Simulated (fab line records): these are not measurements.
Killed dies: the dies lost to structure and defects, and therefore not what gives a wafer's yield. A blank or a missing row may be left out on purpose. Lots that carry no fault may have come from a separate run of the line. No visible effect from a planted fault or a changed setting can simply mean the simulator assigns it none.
Chamber matching || flow n5 finfet || 3 sister chambers for N5_BEOL_M2_CO_CAP_55 on cvd co-02
The step material Co, precursor CCTBA/H2, target thk 2 nm, time 102.1 s. 6 wafers are shown with their chamber, then 11 later ones without.

## WAFERS PAIRED WITH THEIR CHAMBERS
{"wafer": "L082.4", "chamber": 0, "heater power w (W)": 257}
{"wafer": "L083.1", "chamber": 0, "heater power w (W)": 246}
{"wafer": "L087.4", "chamber": 1, "heater power w (W)": 233}
{"wafer": "L088.4", "chamber": 2, "heater power w (W)": 221}
{"wafer": "L088.5", "chamber": 1, "heater power w (W)": 226}
{"wafer": "L089.2", "chamber": 2, "heater power w (W)": 224}

## WAFERS MISSING THEIR CHAMBER
{"wafer": "L089.4", "heater power w (W)": 228}
{"wafer": "L089.6", "heater power w (W)": 222}
{"wafer": "L090.2", "heater power w (W)": 235}
{"wafer": "L090.3", "heater power w (W)": 234}
{"wafer": "L090.6", "heater power w (W)": 225}
{"wafer": "L093.2", "heater power w (W)": 248}
{"wafer": "L093.3", "heater power w (W)": 224}
{"wafer": "L093.5", "heater power w (W)": 231}
{"wafer": "L095.1", "heater power w (W)": 250}
{"wafer": "L095.3", "heater power w (W)": 231}
{"wafer": "L095.6", "heater power w (W)": 230}

## CHAMBER TAKEN BY EACH
{"wafer": "L089.4", "from the rows above": "can't be placed: 1 or 2", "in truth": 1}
{"wafer": "L089.6", "from the rows above": "can't be placed: 2 or 1", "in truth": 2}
{"wafer": "L090.2", "from the rows above": "can't be placed: 1 or 2", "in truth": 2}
{"wafer": "L090.3", "from the rows above": "can't be placed: 1 or 2", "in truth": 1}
{"wafer": "L090.6", "from the rows above": "can't be placed: 2 or 1", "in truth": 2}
{"wafer": "L093.2", "from the rows above": 0, "in truth": 0}
{"wafer": "L093.3", "from the rows above": "can't be placed: 2 or 1", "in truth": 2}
{"wafer": "L093.5", "from the rows above": "can't be placed: 1 or 2", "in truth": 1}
{"wafer": "L095.1", "from the rows above": 0, "in truth": 0}
{"wafer": "L095.3", "from the rows above": "can't be placed: 1 or 2", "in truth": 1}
{"wafer": "L095.6", "from the rows above": "can't be placed: 1 or 2", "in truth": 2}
2 of 11 placed correctly. From these rows, 9 cannot be placed; in 9 the true chamber is one of the candidates. Wrongly placed: 0.
How it was worked out, from the rows above alone: a wafer's distance from a chamber is the root of the sum, over the readings, of the square of ((its reading less the chamber's mean) divided by the reading's scatter). If the next closest chamber is less than 2 further off than the closest, the wafer can't be placed; otherwise it belongs to the closest. The mean given for a chamber averages the wafers shown for that chamber. The scatter: the root of (the sum of the squares of (reading less its chamber's mean) over the shown wafers, divided by (wafers less chambers)).
